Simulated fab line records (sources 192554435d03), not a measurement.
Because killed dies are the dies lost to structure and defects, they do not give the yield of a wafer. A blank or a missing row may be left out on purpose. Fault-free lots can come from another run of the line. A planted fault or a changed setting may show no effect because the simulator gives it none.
Split-lot trial    flow n5-finfet    7 lots, 21 wafers read, on a route of 1938 steps

ON THE SPLIT
At N5_SDB_CUT_ETCH_26 (etches Si in HBr/Cl2/O2, target depth 129.6 nm, bt time 20 s, time 51.8 s), the setting icp-w was moved away from the recipe's 800 W on 8 of the 21 wafers read, by -12.4% to +11.7%. All remaining wafers had this setting at the recipe value.

The reading comes from the split's own step.

THE READING
SDB.feature-depth-nm (the simulator's own value, which no gauge read), in nm, at N5_SDB_CUT_ETCH_26 (etches Si in HBr/Cl2/O2, target depth 129.6 nm, bt time 20 s, time 51.8 s). The file gives no usual value for it. Average 129.8 nm, standard deviation 1.5 nm, over the 13 wafers here run with the recipe.

wafer   tool, chamber at the split  icp-w as run, W  against the recipe  SDB.feature-depth-nm, nm  against lot-mates on the recipe
L074.1  rie-si-03, 2                800              recipe              129.2                     -
L074.3  rie-si-03, 1                700.8            -12.4%              120.4                     -8.8
L074.5  rie-si-03, 2                700.8            -12.4%              122.6                     -6.6
L075.1  rie-si-04, 1                800              recipe              128.8                     -
L075.3  rie-si-04, 2                743.3            -7.1%               124                       -4.8
L075.6  rie-si-04, 3                743.3            -7.1%               123.8                     -5.0
L076.3  rie-si-03, 3                867.7            +8.5%               134.6                     +4.0
L076.5  rie-si-03, 1                867.7            +8.5%               133.4                     +2.8
L076.6  rie-si-03, 2                800              recipe              130.6                     -
L079.1  rie-si-04, 1                800              recipe              130.6                     -
L079.5  rie-si-04, 0                800              recipe              129.6                     -
L079.6  rie-si-04, 3                800              recipe              127.6                     -
L089.2  rie-si-01, 1                800              recipe              128.8                     -
L089.4  rie-si-01, 2                800              recipe              132.4                     -
L089.5  rie-si-01, 2                800              recipe              133                       -
L091.1  rie-si-01, 3                800              recipe              129.2                     -
L091.3  rie-si-01, 0                894              +11.7%              138.4                     +9.2
L091.5  rie-si-01, 3                894              +11.7%              135.2                     +6.0
L096.2  rie-si-04, 1                800              recipe              129.8                     -
L096.3  rie-si-04, 0                800              recipe              129.6                     -
L096.5  rie-si-04, 3                800              recipe              128                       -

THE FIT
A straight line over all 21 wafers: SDB.feature-depth-nm changes by +0.635 nm for each +1% of icp-w; r = +0.94; the points scatter about the line by 1.5 nm.
The same after taking each lot's own level away (the mean of its wafers on the recipe; 21 wafers): +0.601 nm for each +1%; r = +0.95; scatter 1.3 nm.
According to that fit, moving icp-w by its largest amount changes the reading by 7.4 nm.
From 128.80 to 131.40 nm: that is the span of the lots' own levels, equal to 1.7 times the standard deviation above.
Hence the lot-to-lot level has little effect on the slope; both slopes agree.
Check: for one of the wafers moved furthest among these (-12.4%), held out of the fit, the line's prediction against its lot-mates is -7.28 nm. It came out at -8.8 nm against them.

OTHER SPLITS ON THESE WAFERS
These wafers also went through other splits before the reading. Each is held against what the fit with the lots' levels taken away leaves over:
other split on the same wafers         wafers away from the commonest value  r with SDB.feature-depth-nm (lot level and that fit taken away)
N5_SD_EPI_N_DEVELOP_08 develop-time-s  8                                     +0.25
N5_SD_EPI_P_ETCH_16 target-depth-a     7                                     -0.11
N5_SD_EPI_P_EPI_21 temp-c              6                                     +0.28
N5_SDB_ETCH_17 bias-w                  7                                     +0.01

THE WHOLE CHAIN: every reading that the file lists as answering this split, in the file's order
step                what it does                                                               reading                                                                change (the file's fit)                r (the file's)
N5_SDB_CUT_ETCH_26  etches Si in HBr/Cl2/O2, target depth 129.6 nm, bt time 20 s, time 51.8 s  etch.depth-nm (the simulator's own value, which no gauge read)         +0.597 nm for each +1% of the setting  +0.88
N5_SDB_CUT_ETCH_26  etches Si in HBr/Cl2/O2, target depth 129.6 nm, bt time 20 s, time 51.8 s  SDB.feature-depth-nm (the simulator's own value, which no gauge read)  +0.6 nm for each +1% of the setting    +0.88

THE FILE'S OWN FIT
SDB.feature-depth-nm changes by +0.6 nm for each +1% of icp-w, r = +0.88.
